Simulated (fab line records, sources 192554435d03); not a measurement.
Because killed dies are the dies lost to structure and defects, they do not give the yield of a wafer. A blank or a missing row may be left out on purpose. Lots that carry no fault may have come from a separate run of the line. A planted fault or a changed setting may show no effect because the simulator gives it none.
Split-lot study -- flow n5-finfet -- route with 1938 steps; 7 lots, 21 wafers read

== ABOUT THE SPLIT ==
At N5_BEOL_M0_ETCH_138 (etches SiCN in CH3F/O2, target depth 12 nm, time 31.6 s), the setting source-w was moved away from the recipe's 395 W on 13 of the 21 wafers read, by -15.1% to +13.5%. This setting was run at the recipe's value on the other wafers.

The reading comes from the split's own step.

== THE READING ==
rf-vpp-V, in V, at N5_BEOL_M0_ETCH_138 (etches SiCN in CH3F/O2, target depth 12 nm, time 31.6 s). A value of 297.9 V with a standard deviation of 1.4 V is what fault-free wafers of this fab line usually give.

wafer,"tool, chamber at the split","source-w as run, W",against the recipe,"rf-vpp-V, V",against lot-mates on the recipe
L075.2,"rie-diel-06, 2",395,recipe,295.0,-
L075.5,"rie-diel-06, 2",448.5,+13.5%,284.3,-10.7
L075.6,"rie-diel-06, 3",448.5,+13.5%,284.6,-10.4
L080.1,"rie-diel-06, 0",395,recipe,297.9,-
L080.2,"rie-diel-06, 1",395,recipe,297.4,-
L080.3,"rie-diel-06, 2",395,recipe,296.2,-
L083.1,"rie-diel-02, 1",377,-4.6%,303.4,+5.9
L083.4,"rie-diel-02, 2",377,-4.6%,304.1,+6.6
L083.6,"rie-diel-02, 3",395,recipe,297.5,-
L086.2,"rie-diel-01, 0",446,+12.9%,287.2,-10.8
L086.3,"rie-diel-01, 2",446,+12.9%,286.4,-11.6
L086.4,"rie-diel-01, 3",395,recipe,298.0,-
L087.2,"rie-diel-06, 2",420.6,+6.5%,290.1,no lot-mate on the recipe
L087.3,"rie-diel-06, 3",420.6,+6.5%,290.0,no lot-mate on the recipe
L087.4,"rie-diel-06, 0",420.6,+6.5%,290.6,no lot-mate on the recipe
L088.1,"rie-diel-02, 1",358.3,-9.3%,308.1,+11.0
L088.4,"rie-diel-02, 2",358.3,-9.3%,309.2,+12.1
L088.5,"rie-diel-02, 0",395,recipe,297.1,-
L096.2,"rie-diel-06, 1",335.3,-15.1%,312.9,+17.3
L096.4,"rie-diel-06, 0",395,recipe,295.6,-
L096.6,"rie-diel-06, 3",335.3,-15.1%,313.5,+17.9

THE FIT
A straight line over all 21 wafers: rf-vpp-V changes by -1.01 V for each +1% of source-w; r = -0.99; the points scatter about the line by 1.4 V.
The same after taking each lot's own level away (the mean of its wafers on the recipe; 18 wafers): -1 V for each +1%; r = -0.99; scatter 1.3 V.
On that fit, the largest move of source-w shifts the reading by 15 V.
Across the lots, their own levels run from 295.00 to 298.00 V, a range of 2.1 times the standard deviation given above.
The two slopes agree, so the slope changes little with the lot-to-lot level.
Check: with one of the wafers moved furthest among these (-15.1%) left out of the fit, the line predicts +16.1 V for it against its lot-mates. Against them it came out at +17.3 V.
Tool readings at the split's step, against how far the setting was moved: rf-vpp-V r = -0.99.

== THE OTHER SPLITS THESE WAFERS WENT THROUGH ==
Before the reading, these wafers also passed through other splits. Each is held against what the fit with the lots' levels taken away leaves over:
other split on the same wafers,wafers away from the commonest value,r with rf-vpp-V (lot level and that fit taken away)
N5_HKMG_FIN_ETCH_58 source-w,8,+0.07
N5_MOL_CONTACT_COAG_ETCH_15 source-w,3,+0.00
N5_MOL_CONTACT_COAG_CVD_140 target-thk-a,8,+0.00
N5_BEOL_M0_SAQP_PECVD_03 time-s,5,+0.13

== FILE'S OWN FIT ==
rf-vpp-V changes by -1 V for each +1% of source-w, r = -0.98.
